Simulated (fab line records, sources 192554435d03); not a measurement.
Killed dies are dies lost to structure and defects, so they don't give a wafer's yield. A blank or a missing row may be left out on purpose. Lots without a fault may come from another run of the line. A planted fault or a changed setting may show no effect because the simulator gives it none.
Chamber matching | flow n5_finfet | N5_BEOL_M8_CURE_74 on uv_cure-02: 3 sister chambers
The step cures SiCOH lowk, time 240 s. 3 wafers are shown with their chamber, then 10 later ones without.

WAFERS WITH THEIR CHAMBER
wafer  | chamber | wafer_temp_C_max
L083.5 | 1       | 387.3
L088.4 | 2       | 386.6
L086.5 | 0       | 386.1

WAFERS WITHOUT THEIR CHAMBER
wafer  | wafer_temp_C_max
L086.6 | 386.6
L093.3 | 386.4
L093.4 | 386.7
L093.6 | 387.0
L094.1 | 386.4
L094.4 | 387.0
L094.5 | 386.9
L090.2 | 386.3
L090.4 | 386.0
L090.5 | 386.0

WHICH CHAMBER EACH WENT THROUGH
wafer  | from the rows above     | in truth
L086.6 | 2                       | 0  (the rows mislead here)
L093.3 | can't be placed: 2 or 0 | 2
L093.4 | 2                       | 2
L093.6 | can't be placed: 1 or 2 | 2
L094.1 | can't be placed: 2 or 0 | 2
L094.4 | can't be placed: 1 or 2 | 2
L094.5 | can't be placed: 2 or 1 | 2
L090.2 | can't be placed: 0 or 2 | 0
L090.4 | 0                       | 0
L090.5 | 0                       | 0
Placed correctly: 3 of 10. Can't be placed from these rows: 6 (the true chamber is among the candidates in 6). Placed wrongly: 1.
How it was worked out, from the rows above alone: a wafer's distance from a chamber is the root of the sum, over the readings, of the square of ((its reading less the chamber's mean) divided by the reading's scatter). The wafer belongs to the nearest chamber; if the next one is less than 2 further off, it can't be placed. A chamber's mean is the mean of its shown wafers. The scatter: with one shown wafer a chamber, the root of the mean of the squares of how far each hidden wafer lies from its nearest shown one.
